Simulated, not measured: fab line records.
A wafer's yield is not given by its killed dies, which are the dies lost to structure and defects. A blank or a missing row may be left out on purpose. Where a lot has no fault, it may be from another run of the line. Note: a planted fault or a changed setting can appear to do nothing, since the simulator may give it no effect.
A lot that was struck, set against a sound lot	flow n5 finfet	26 out of 1938 route steps
Sound: wafers L788.1, L788.4, L788.6. Struck: wafers L798.1, L798.5, L798.6. Last of all comes the cause.
At each step with rows: each side's tool, then ch and its chambers, then its first start. Under that, the readings that differ: sound wafers	struck wafers	difference of the means	sigmas: that difference in standard deviations of wafers without a fault.
alike: a reading whose means differ by less than 2 such deviations, as well as words and numbers matching on both sides. not compared: withheld readings; readings where some wafer has no value; bounds like >300 that might hide an equal value; numbers whose values overlap and for which the record gives no deviation.
A row with sigmas, a row that says differs or no value, or rows on one side alone: a step with any of these is where the two part. Numbers that have no deviation but don't overlap get no sigmas and don't part them. Lack of a reading on every wafer of one side parts them only where that side has two or more wafers.

N5_BEOL_M13_OVL_MEAS_11:
  sound on overlay-02 ch 0, day 13 03:58; struck on overlay-02 ch 0, day 15 07:29
  alike: V12_OVL
N5_BEOL_M13_INSPECT_12: inspects for defects (macro).
  struck on defect inspect-01, day 15 07:31; sound on defect inspect-01, day 13 03:59
  alike: raw defect count
N5_BEOL_M13_DESCUM_15: chemistry O2, time 7.9 s.
  sound on rie diel-06 ch 2,3, day 13 04:01; struck on rie diel-03 ch 2,3, day 15 07:46
reading	sound	struck	difference	sigmas
throttle valve pct (%)	20.85 20.70 20.85	20.26 20.27 20.24	-0.54	-2
  alike: drypump motor current A, oes product au, rf vpp V, showerhead plenum p Torr
  not compared: rf hours counter h
N5_BEOL_M13_ETCH_59: etches BARC in N2/H2, target depth 89 nm, overetch 26.7 nm, time 67.9 s.
  sound on rie diel-06 ch 2,3, day 13 04:04; struck on rie diel-03 ch 2,3, day 15 07:48
reading	sound	struck	difference	sigmas
throttle valve pct (%)	18.56 18.16 18.56	17.76 17.79 17.88	-0.62	-2
  alike: drypump motor current A, n2 flow sccm, oes product au, rf vpp V, showerhead plenum p Torr
  not compared: rf hours counter h
N5_BEOL_M13_VIA_ETCH_16: etches SiOC in C4F8/O2/Ar, target depth 921.7 nm.
  sound on rie diel-06 ch 2,3, day 13 04:07; struck on rie diel-03 ch 2,3, day 15 07:51
  alike: drypump motor current A, oes product au, rf vpp V, showerhead plenum p Torr, throttle valve pct
then, 1 step without rows for these wafers: N5_BEOL_M13_STRIP_63 (strips in N2/H2).
N5_BEOL_M13_STRIP_64: strips in N2/H2.
  sound on plasma asher-01 ch 0,1, day 13 04:24; struck on plasma asher-01 ch 0,1, day 15 08:09
  alike: drypump motor current A, heater power w, n2 flow sccm, oes product au, strip time to endpoint s
  not compared: rf hours counter h
then, 2 steps without rows for these wafers: N5_BEOL_M13_STRIP_71 (strips in post etch residue remover, time 60 s); N5_BEOL_M13_SRD_72 (time 30 s, dry time 30 s).
N5_BEOL_M13_CD_MEAS_17: the cd target is 190 nm.
  struck on cd sem-03, day 15 08:18; sound on cd sem-03, day 13 04:33
reading	sound	struck	difference	sigmas
cd nm (nm)	193.5 193.5 193.5	187.8 189.3 189.0	-4.8	-2
then, 2 steps without rows for these wafers: N5_BEOL_M13_COAT_65 (time 60 s, resist thk 350 nm); N5_BEOL_M13_COAT_66 (time 60 s, resist thk 110 nm).
N5_BEOL_M13_COAT_22: resist thk 300 nm.
  sound on litho track-04 ch 0, day 13 04:36; struck on litho track-04 ch 0, day 15 08:20
reading	sound	struck	difference	sigmas
spin speed rpm (rpm)	2887.7 2889.2 2888.4	3123.7 3121.2 3124.2	+234.6	+99 or more
model.coat_of_BEOL_M13_COAT_22.thk nm (nm)	301.8 300.6 301	289 288.8 287.6	-13	
  alike: exhaust pa
then, 6 steps without rows for these wafers: N5_BEOL_M13_EBR_24; N5_BEOL_M13_SOFTBAKE_23 (time 60 s); N5_BEOL_M13_EXPOSE_25 (exposes mask M13, target cd 210 nm); N5_BEOL_M13_PEB_26 (peb time 90 s); N5_BEOL_M13_DEVELOP_27 (develop time 45 s); N5_BEOL_M13_HARDBAKE_32 (time 120 s).
N5_BEOL_M13_CD_MEAS_28: the cd target is 209.5 nm.
  sound on cd sem-03 ch 0, day 13 04:53; struck on cd sem-03 ch 0, day 15 08:45
  alike: cd nm
N5_BEOL_M13_OVL_MEAS_29:
  sound on overlay-01 ch 0, day 13 04:55; struck on overlay-01 ch 0, day 15 08:47
  alike: M13_OVL
N5_BEOL_M13_INSPECT_30: inspects for defects (macro).
  struck on defect inspect-01, day 15 08:49; sound on defect inspect-02, day 13 04:56
  alike: raw defect count
N5_BEOL_M13_DESCUM_33: chemistry O2, time 7.9 s.
  sound on rie diel-06 ch 1,2,3, day 13 05:19; struck on rie diel-06 ch 0,1,2, day 15 08:50
  alike: drypump motor current A, oes product au, rf vpp V, showerhead plenum p Torr, throttle valve pct
  not compared: rf hours counter h
N5_BEOL_M13_ETCH_67: etches SiARC in CF4, target depth 143 nm, time 238.3 s.
  sound on rie diel-06 ch 1,2,3, day 13 05:21; struck on rie diel-06 ch 0,1,2, day 15 08:53
reading	sound	struck	difference	sigmas
model.coat_of_BEOL_M13_COAT_22.thk nm (nm)	213.2 212 212.6	200.6 200.4 199.2	-12.5	
  alike: drypump motor current A, etch rf on time s, oes product au, rf vpp V, showerhead plenum p Torr, throttle valve pct
  not compared: rf hours counter h
then, 1 step without rows for these wafers: N5_BEOL_M13_ETCH_68 (etches SOC in N2/H2, time 355 s).
N5_PASSIVATION_PROBE_49:
  struck on prober-01, day 16 19:49; sound on prober-02, day 14 17:26
  alike: defect limited yield, killed_at_M0_to_M3, killed_at_M4_up, killed at contacts, killed at front end, killed at other, killed dies, killed open, killed short, sort_bin_5_function, sort_bin_6_memory, sort n pass, sort yield pct

## WHERE THEY PART
Last at N5_BEOL_M13_COAT_22 as far as this record goes, first at N5_BEOL_M13_DESCUM_15. Later steps at which nothing parts them and some readings are alike: N5_BEOL_M13_CD_MEAS_28, N5_BEOL_M13_OVL_MEAS_29, N5_BEOL_M13_INSPECT_30, N5_BEOL_M13_DESCUM_33, N5_BEOL_M13_ETCH_67, N5_PASSIVATION_PROBE_49.

WHY: the cause the simulator had injected
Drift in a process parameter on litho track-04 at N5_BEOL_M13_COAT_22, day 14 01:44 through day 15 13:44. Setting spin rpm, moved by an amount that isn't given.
